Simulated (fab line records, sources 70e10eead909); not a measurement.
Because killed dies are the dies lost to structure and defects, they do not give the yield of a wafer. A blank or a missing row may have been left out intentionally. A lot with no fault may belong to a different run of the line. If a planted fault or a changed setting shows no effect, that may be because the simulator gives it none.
What tool caused it? ; flow nandHarc ; 24 lots with 72 wafers sampled at 4 steps, on a route of 1302 steps

WHAT THE GAUGES SHOWED, per wafer
NHARC_A_SGD_CUT_INSPECT_11. Usual: rawDefectCount at 50, with a standard deviation of 27.
lot;measured;on;rawDefectCount;flag
L074;day 18 21:29;defectInspect-02;20 21 16;
L075;day 19 14:54;defectInspect-02;23 26 25;
L076;day 20 01:26;defectInspect-02;112 101 96;
L077;day 20 16:29;defectInspect-01;64 51 64;
L078;day 20 16:38;defectInspect-02;54 70 66;
L079;day 21 07:52;defectInspect-02;17 16 19;
L080;day 21 08:04;defectInspect-01;44 58 58;
L082;day 22 13:39;defectInspect-02;22 20 22;
L081;day 22 16:48;defectInspect-02;62 67 65;
L085;day 23 10:43;defectInspect-01;72 72 76;
L083;day 23 10:59;defectInspect-02;34 38 31;
L084;day 23 11:09;defectInspect-01;74 92 76;
L086;day 23 18:16;defectInspect-01;64 80 63;
L088;day 24 20:12;defectInspect-01;53 53 59;
L087;day 25 07:41;defectInspect-01;46 35 44;
L090;day 25 20:32;defectInspect-01;50 51 45;
L089;day 26 01:32;defectInspect-02;55 65 58;
L091;day 26 18:50;defectInspect-02;99 104 108;
L092;day 26 20:08;defectInspect-02;19 24 15;
L093;day 27 12:06;defectInspect-01;71 59 69;
L094;day 27 12:31;defectInspect-01;18 22 15;
L095;day 27 21:20;defectInspect-01;9 11 11;
L097;day 28 07:42;defectInspect-01;28 30 27;
L096;day 28 08:17;defectInspect-01;59 45 64;

NHARC_A_CONTACT_OVL_MEAS_43. Usual: overlayXNm 0.0 nm, standard deviation 1; overlayYNm 0.1 nm, standard deviation 0.87.
lot;measured;on;overlayXNm (nm);overlayYNm (nm);flag
L074;day 21 00:37;overlay-01;-1.4 -1.4 -1.1;0.0 0.3 0.0;
L075;day 21 18:53;overlay-01;-0.2 -0.1 -0.1;0.5 0.8 0.3;
L076;day 22 05:52;overlay-01;0.9 0.8 0.6;1.0 0.4 0.8;
L077;day 22 20:12;overlay-01;-0.6 -0.7 -0.2;-0.1 0.2 -0.1;
L078;day 22 21:14;overlay-01;-0.5 -0.2 -0.9;0.5 0.2 -0.4;
L079;day 23 17:38;overlay-02;1.0 0.8 1.0;-0.4 -0.7 -0.5;
L080;day 23 12:38;overlay-01;0.1 0.7 0.4;0.2 0.2 0.2;
L082;day 24 17:30;overlay-01;-0.4 -0.4 -0.5;1.5 1.0 1.8;
L081;day 24 21:41;overlay-02;-0.1 -0.5 0.4;0.9 1.1 1.1;
L085;day 25 17:52;overlay-02;0.7 0.5 -0.2;-1.8 -1.8 -1.6;
L083;day 25 15:08;overlay-02;-0.3 -0.1 0.1;-0.6 -0.8 -0.4;
L084;day 25 18:14;overlay-02;-1.3 -1.4 -0.7;0.3 0.8 0.5;
L086;day 26 06:12;overlay-01;0.0 -0.3 0.6;1.8 2.0 1.7;
L088;day 27 01:44;overlay-02;-0.9 -0.4 -0.3;0.6 0.6 0.5;
L087;day 27 15:25;overlay-01;-1.2 -1.6 -1.9;-1.3 -0.7 -0.9;
L090;day 27 21:41;overlay-01;-1.5 -1.9 -1.1;-0.8 -0.7 -1.4;
L089;day 28 05:45;overlay-02;1.1 1.2 1.5;-0.6 -0.9 -0.8;
L091;day 28 20:52;overlay-01;1.4 1.5 1.0;-1.1 -1.5 -0.5;
L092;day 28 21:38;overlay-01;0.1 0.4 0.4;0.3 0.4 0.0;
L093;day 29 12:55;overlay-02;-0.5 -0.3 -0.1;0.1 0.0 0.0;
L094;day 29 14:42;overlay-02;0.9 -0.1 0.9;-0.3 0.4 0.3;
L095;day 30 01:56;overlay-01;0.3 0.5 0.4;-0.3 -0.1 0.3;
L097;day 30 14:29;overlay-02;2.4 2.4 1.9;0.3 0.8 0.8;
L096;day 30 14:20;overlay-01;0.5 0.8 0.3;0.2 0.0 -0.3;

EACH LOT AND THE TOOL THAT RAN IT (in order: tool; ch and the chambers of the sampled wafers; start)
lot;NHARC_A_WL_FILL_ETCHBACK_16;NHARC_A_WL_FILL_ETCHBACK_17
L074;rieDiel-10 ch 0,2, day 20 12:43 or earlier;rieMetal-02 ch 0,1, day 20 12:43
L075;rieDiel-10 ch 0,1,3, day 21 06:56 or earlier;rieMetal-03 ch 0,1, day 21 06:56
L076;rieDiel-06 ch 0,1,2, day 21 17:41 or earlier;rieMetal-03 ch 0,1, day 21 17:41
L077;rieDiel-06 ch 1,2,3, day 22 07:37 or earlier;rieMetal-03 ch 0,1, day 22 07:37
L078;rieDiel-10 ch 0,1,2, day 22 07:36 or earlier;rieMetal-02 ch 0,1, day 22 07:36
L079;rieDiel-12 ch 0,1,2, day 23 04:04 or earlier;rieMetal-02 ch 1, day 23 04:04
L080;rieDiel-10 ch 0,1,2, day 22 23:46 or earlier;rieMetal-02 ch 0,1, day 22 23:46
L082;rieDiel-10 ch 0,1,2, day 24 05:15 or earlier;rieMetal-03 ch 1, day 24 05:15
L081;rieDiel-12 ch 0,1,3, day 24 07:42 or earlier;rieMetal-01 ch 0,1, day 24 07:42
L085;rieDiel-12 ch 0,1,3, day 25 05:49 or earlier;rieMetal-02 ch 0,1, day 25 05:49
L083;rieDiel-10 ch 0,2,3, day 25 03:16 or earlier;rieMetal-02 ch 0,1, day 25 03:16
L084;rieDiel-06 ch 0,1,2, day 25 06:22 or earlier;rieMetal-03 ch 0,1, day 25 06:22
L086;rieDiel-10 ch 0,2,3, day 25 18:08 or earlier;rieMetal-03 ch 0,1, day 25 18:08
L088;rieDiel-10 ch 1,2,3, day 26 12:16 or earlier;rieMetal-01 ch 0,1, day 26 12:16
L087;rieDiel-06 ch 1,2, day 27 03:25 or earlier;rieMetal-01 ch 0,1, day 27 03:25
L090;rieDiel-12 ch 1,3, day 27 09:19 or earlier;rieMetal-01 ch 0,1, day 27 09:19
L089;rieDiel-12 ch 1,2,3, day 27 16:48 or earlier;rieMetal-02 ch 0,1, day 27 16:48
L091;rieDiel-12 ch 0,1,2, day 28 08:22 or earlier;rieMetal-03 ch 0,1, day 28 08:22
L092;rieDiel-06 ch 1,2,3, day 28 08:23 or earlier;rieMetal-01 ch 0,1, day 28 08:23
L093;rieDiel-10 ch 0,2, day 29 00:52 or earlier;rieMetal-02 ch 0,1, day 29 00:52
L094;rieDiel-06 ch 0,1, day 29 02:19 or earlier;rieMetal-01 ch 0,1, day 29 02:19
L095;rieDiel-12 ch 1,2,3, day 29 13:22 or earlier;rieMetal-03 ch 0,1, day 29 13:22
L097;rieDiel-10 ch 0,2,3, day 30 02:20 or earlier;rieMetal-02 ch 0, day 30 02:20
L096;rieDiel-12 ch 1,3, day 30 02:22 or earlier;rieMetal-01 ch 0,1, day 30 02:22
- NHARC_A_WL_FILL_ETCHBACK_16: etches the open film in C4F8/O2/Ar, target depth 120 nm, time 24 s.
- NHARC_A_WL_FILL_ETCHBACK_17: etches the open film in Cl2/BCl3, target depth 4 nm, time 26.7 s.

WHAT THE TOOLS THEMSELVES READ (means of the sampled wafers that have a number; where no wafer has one, the mark that the record gives instead)
NHARC_A_WL_FILL_ETCHBACK_16. Usual: oesProductAu 0.99 a.u., standard deviation 0.031; rfVppV 723 V, standard deviation 4.3.
lot;tool;oesProductAu (a.u.);rfVppV (V);flag
L074;rieDiel-10;0.99;725;
L075;rieDiel-10;0.99;725;
L076;rieDiel-06;1.00;718;
L077;rieDiel-06;1.03;722;
L078;rieDiel-10;0.98;724;
L079;rieDiel-12;0.97;723;
L080;rieDiel-10;0.92;723;
L082;rieDiel-10;0.93;723;
L081;rieDiel-12;0.93;723;
L085;rieDiel-12;0.99;723;
L083;rieDiel-10;0.97;725;
L084;rieDiel-06;1.01;718;
L086;rieDiel-10;1.00;725;
L088;rieDiel-10;1.01;723;
L087;rieDiel-06;0.99;717;
L090;rieDiel-12;1.01;727;
L089;rieDiel-12;1.02;726;
L091;rieDiel-12;0.93;723;
L092;rieDiel-06;0.99;722;
L093;rieDiel-10;1.01;724;
L094;rieDiel-06;1.00;718;
L095;rieDiel-12;0.99;725;
L097;rieDiel-10;1.01;725;
L096;rieDiel-12;1.00;726;

NHARC_A_WL_FILL_ETCHBACK_17. Usual: drypumpMotorCurrentA 6.0 A, standard deviation 0.57; oesProductAu 1.003 a.u., standard deviation 0.012.
lot;tool;drypumpMotorCurrentA (A);oesProductAu (a.u.);flag
L074;rieMetal-02;6.3;0.998;
L075;rieMetal-03;5.4;1.002;
L076;rieMetal-03;5.2;1.001;
L077;rieMetal-03;5.4;1.009;
L078;rieMetal-02;6.4;0.989;
L079;rieMetal-02;6.4;0.982;
L080;rieMetal-02;6.3;0.990;
L082;rieMetal-03;4.9;1.023;
L081;rieMetal-01;6.5;1.011;
L085;rieMetal-02;6.3;1.000;
L083;rieMetal-02;6.3;1.023;
L084;rieMetal-03;5.4;1.002;
L086;rieMetal-03;5.4;0.997;
L088;rieMetal-01;6.4;1.004;
L087;rieMetal-01;6.4;1.000;
L090;rieMetal-01;6.4;1.000;
L089;rieMetal-02;6.3;1.005;
L091;rieMetal-03;5.5;1.000;
L092;rieMetal-01;6.5;1.005;
L093;rieMetal-02;6.3;1.003;
L094;rieMetal-01;6.4;0.999;
L095;rieMetal-03;5.2;1.005;
L097;rieMetal-02;6.2;1.008;
L096;rieMetal-01;6.4;1.003;

THE ANSWER, worked out from the rows above alone
Rule: take the mean of a lot's wafers that have a number; if it is more than 3 standard deviations from the usual mean, the lot is off. Also off: a lot with no number at a reading for which 4 or more lots have one. Any other lot the step has rows for is counted as sound. After the gauges, taken in route order, come the tools' own readings; for these a lot's mean is taken, as printed above. The first step at which some lot is off is used, and at that step the reading that is off furthest; a lot without a number counts as furthest.
None of the lots is off at any reading shown; this tells nothing.

WHAT HAD BEEN PUT IN BY THE SIMULATOR
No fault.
